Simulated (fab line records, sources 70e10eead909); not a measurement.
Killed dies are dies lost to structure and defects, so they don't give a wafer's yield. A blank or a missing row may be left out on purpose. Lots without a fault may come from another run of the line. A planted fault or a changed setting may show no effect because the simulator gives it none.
Which tool did it? | flow nand_harc | 12 lots, 36 wafers sampled, at 6 steps of a route of 1159

WHAT THE GAUGES READ, wafer by wafer
NHARC_A_CHANNEL_HOLE_D1_INSPECT_40.
lot  | measured     | on                | raw_defect_count
L826 | day 8 14:28  | defect_inspect-02 | 64 77 58
L829 | day 9 04:43  | defect_inspect-01 | 34 48 60
L831 | day 9 13:08  | defect_inspect-01 | 41 46 52
L830 | day 9 17:14  | defect_inspect-01 | 52 655 42
L834 | day 10 10:37 | defect_inspect-02 | 607 55 58
L842 | day 12 23:48 | defect_inspect-02 | 58 100 106
L843 | day 13 04:20 | defect_inspect-02 | 73 69 66
L844 | day 13 06:31 | defect_inspect-01 | 35 31 37
L846 | day 13 15:45 | defect_inspect-01 | 74 63 72
L848 | day 13 19:33 | defect_inspect-01 | 77 81 71
L847 | day 13 21:57 | defect_inspect-01 | 65 93 79
L849 | day 14 02:28 | defect_inspect-01 | 54 61 76

NHARC_END_SORT_01.
lot  | measured     | on        | killed_at_array | killed_at_other | killed_at_periphery | killed_dies | killed_open | killed_short
L830 | day 20 11:52 | prober-02 | 13 66 11        | 2 1 0           | 0 1 2               | 15 68 13    | 3 1 1       | 3 0 2
L834 | day 21 07:41 | prober-02 | 69 23 28        | 1 1 1           | 4 1 1               | 74 25 30    | 1 1 4       | 0 2 1
L842 | day 24 20:29 | prober-01 | 41              | 1               | 0                   | 42          | 0           | 2
L843 | day 24 05:43 | prober-02 | 43 37 44        | 1 0 3           | 2 0 2               | 46 37 49    | 4 4 2       | 2 2 1
L844 | day 24 18:52 | prober-02 | 12 13           | 0 0             | 3 0                 | 15 13       | 7 4         | 1 1

WHICH TOOL RAN EACH LOT (tool, then ch and the chambers of the sampled wafers, then the start)
lot  | NHARC_A_CHANNEL_HOLE_D1_ETCH_21  | NHARC_A_CHANNEL_HOLE_D1_ETCH_26  | NHARC_A_CHANNEL_HOLE_D1_XSEM_31 | NHARC_A_CHANNEL_FILL_D1_ALD_14
L826 | har_etch-01 ch 0,1, day 8 09:13  | har_etch-01 ch 0,1, day 8 12:33  | xsem-01 ch 0, day 8 14:22       | ald_hk-03 ch 1,2,3, day 8 21:40
L829 | har_etch-02 ch 0,1, day 8 23:32  | har_etch-02 ch 0,1, day 9 02:49  | xsem-01 ch 0, day 9 04:37       | ald_hk-03 ch 1,2,3, day 9 10:50
L831 | har_etch-02 ch 0,1, day 9 07:50  | har_etch-02 ch 0,1, day 9 11:11  | xsem-01 ch 0, day 9 13:03       | ald_hk-04 ch 1,2,3, day 9 20:26
L830 | har_etch-02 ch 0,1, day 9 12:04  | har_etch-02 ch 0,1, day 9 15:21  | xsem-01 ch 0, day 9 17:09       | ald_hk-03 ch 1,2, day 10 00:29
L834 | har_etch-02 ch 0,1, day 10 05:22 | har_etch-02 ch 0,1, day 10 08:41 | xsem-02 ch 0, day 10 10:32      | ald_hk-02 ch 2,3, day 10 18:16
L842 | har_etch-01 ch 0,1, day 12 18:37 | har_etch-01 ch 0,1, day 12 21:55 | xsem-01 ch 0, day 12 23:42      | ald_hk-03 ch 1,2,3, day 13 07:09
L843 | har_etch-01 ch 0,1, day 12 22:41 | har_etch-01 ch 0,1, day 13 02:03 | xsem-02 ch 0, day 13 04:14      | ald_hk-04 ch 1,2,3, day 13 11:36
L844 | har_etch-02 ch 0,1, day 13 01:13 | har_etch-02 ch 0,1, day 13 04:35 | xsem-01 ch 0, day 13 06:25      | ald_hk-03 ch 0,2,3, day 13 11:39
L846 | har_etch-01 ch 0,1, day 13 10:25 | har_etch-01 ch 0,1, day 13 13:47 | xsem-01 ch 0, day 13 15:39      | ald_hk-02 ch 0,1,2, day 13 23:03
L848 | har_etch-02 ch 0,1, day 13 14:22 | har_etch-02 ch 0,1, day 13 17:40 | xsem-01 ch 0, day 13 19:27      | ald_hk-04 ch 1,2,3, day 14 02:49
L847 | har_etch-01 ch 0,1, day 13 16:46 | har_etch-01 ch 0,1, day 13 20:03 | xsem-01 ch 0, day 13 21:51      | ald_hk-03 ch 0,3, day 14 02:49
L849 | har_etch-02 ch 0,1, day 13 21:17 | har_etch-02 ch 0,1, day 14 00:35 | xsem-01 ch 0, day 14 02:22      | ald_hk-04 ch 1,2,3, day 14 09:38
- NHARC_A_CHANNEL_HOLE_D1_ETCH_21: etches the open film in C4F8/O2/Ar, time 514.3 s, target depth 1600 nm.
- NHARC_A_CHANNEL_HOLE_D1_ETCH_26: etches the open film in C4F8/O2/Ar, time 224.1 s, target depth 300 nm.
- NHARC_A_CHANNEL_HOLE_D1_XSEM_31
- NHARC_A_CHANNEL_FILL_D1_ALD_14: deposits SiO2, target thk 2.5 nm, pulse time 10 s, ald cycles 25.

WHAT THE TOOLS THEMSELVES READ (means of the sampled wafers that have a number; where no wafer has one, the mark that the record gives instead)
NHARC_A_CHANNEL_HOLE_D1_ETCH_21.
lot  | tool        | drypump_motor_current_A (A) | showerhead_plenum_p_Torr (Torr) | throttle_valve_pct (%)
L826 | har_etch-01 | 5.26                        | 3.67                            | 32.161
L829 | har_etch-02 | 5.81                        | 3.87                            | 32.154
L831 | har_etch-02 | 5.79                        | 3.87                            | 32.158
L830 | har_etch-02 | 5.72                        | 3.87                            | 32.154
L834 | har_etch-02 | 5.70                        | 3.87                            | 32.156
L842 | har_etch-01 | 5.43                        | 3.73                            | 32.160
L843 | har_etch-01 | 5.26                        | 3.65                            | 32.148
L844 | har_etch-02 | 5.69                        | 3.85                            | 32.163
L846 | har_etch-01 | 5.27                        | 3.64                            | 32.159
L848 | har_etch-02 | 5.68                        | 3.85                            | 32.153
L847 | har_etch-01 | 5.27                        | 3.64                            | 32.138
L849 | har_etch-02 | 5.78                        | 3.84                            | 32.149

NHARC_A_CHANNEL_HOLE_D1_ETCH_26.
lot  | tool        | bias_v (V) | drypump_motor_current_A (A) | showerhead_plenum_p_Torr (Torr) | throttle_valve_pct (%)
L826 | har_etch-01 | 297.0      | 5.27                        | 3.72                            | 24.585
L829 | har_etch-02 | 300.2      | 5.78                        | 3.93                            | 24.585
L831 | har_etch-02 | 299.6      | 5.79                        | 3.93                            | 24.580
L830 | har_etch-02 | 301.0      | 5.70                        | 3.92                            | 24.589
L834 | har_etch-02 | 303.0      | 5.72                        | 3.92                            | 24.593
L842 | har_etch-01 | 300.5      | 5.43                        | 3.77                            | 24.591
L843 | har_etch-01 | 300.0      | 5.26                        | 3.69                            | 24.578
L844 | har_etch-02 | 300.1      | 5.72                        | 3.91                            | 24.578
L846 | har_etch-01 | 301.9      | 5.27                        | 3.69                            | 24.585
L848 | har_etch-02 | 300.6      | 5.68                        | 3.90                            | 24.583
L847 | har_etch-01 | 299.1      | 5.26                        | 3.69                            | 24.589
L849 | har_etch-02 | 301.4      | 5.79                        | 3.90                            | 24.579

NHARC_A_CHANNEL_HOLE_D1_XSEM_31.
lot  | tool    | bot_cd_nm (nm) | bow_nm (nm) | tilt_deg (degrees)
L826 | xsem-01 | 76.4           | 8.58        | 0.04
L829 | xsem-01 | 76.0           | 8.57        | 0.06
L831 | xsem-01 | 74.9           | 8.77        | 0.05
L830 | xsem-01 | 74.2           | 8.33        | 0.11
L834 | xsem-02 | 77.5           | 9.10        | 0.13
L842 | xsem-01 | 74.7           | 8.57        | 0.08
L843 | xsem-02 | 74.9           | 8.38        | 0.00
L844 | xsem-01 | 74.5           | 8.56        | -0.01
L846 | xsem-01 | 76.9           | 8.25        | 0.12
L848 | xsem-01 | 72.7           | 8.23        | 0.09
L847 | xsem-01 | 74.3           | 8.36        | 0.11
L849 | xsem-01 | 74.7           | 8.89        | 0.04

NHARC_A_CHANNEL_FILL_D1_ALD_14.
lot  | tool      | heater_power_w (W) | precursor_pulse_height_rel | susceptor_temp_C (C)
L826 | ald_hk-03 | 468                | 0.992                      | -
L829 | ald_hk-03 | 474                | 0.977                      | 300.12
L831 | ald_hk-04 | 497                | 0.989                      | 299.94
L830 | ald_hk-03 | 466                | 0.998                      | 299.94
L834 | ald_hk-02 | 474                | 0.995                      | 300.21
L842 | ald_hk-03 | 473                | 0.998                      | 299.85
L843 | ald_hk-04 | 500                | 1.017                      | -
L844 | ald_hk-03 | 522                | 1.008                      | 300.10
L846 | ald_hk-02 | 466                | 1.005                      | 300.10
L848 | ald_hk-04 | 503                | 1.011                      | 300.26
L847 | ald_hk-03 | 528                | 0.999                      | -
L849 | ald_hk-04 | 501                | 1.005                      | 299.97

THE ANSWER, worked out from the rows above alone
Rule: what is usual is taken from the lots themselves. Put in order of their means at a reading, lots are off if they are a third of the lots or fewer, leave a main group of 4 or more, and stand apart from it by a gap of 3 or more times the standard deviation of the main group's means; of several such gaps the widest counts. A main group whose means are all the same, to the digits that the tables above print for the reading, isn't used. A lot without any number at a reading at which 4 lots or more have one is off too. The other lots that the step has rows for count as sound. The gauges are gone through in route order, then the tools' own readings, and for those a lot's mean is taken as printed above. The first step at which some lot is off is used, and at that step the reading that is off furthest; a lot without a number counts as furthest.
Off: L830, L834, at NHARC_A_CHANNEL_HOLE_D1_INSPECT_40 (raw_defect_count). The main group: mean 64, standard deviation 16.
A tool fits if, at a process step before that reading, it ran every lot that is off, and no sound lot after the first of them. The gauges at NHARC_A_CHANNEL_HOLE_D1_INSPECT_40 are tried like those tools. None of those tried fits.

WHAT THE SIMULATOR HAD PUT IN
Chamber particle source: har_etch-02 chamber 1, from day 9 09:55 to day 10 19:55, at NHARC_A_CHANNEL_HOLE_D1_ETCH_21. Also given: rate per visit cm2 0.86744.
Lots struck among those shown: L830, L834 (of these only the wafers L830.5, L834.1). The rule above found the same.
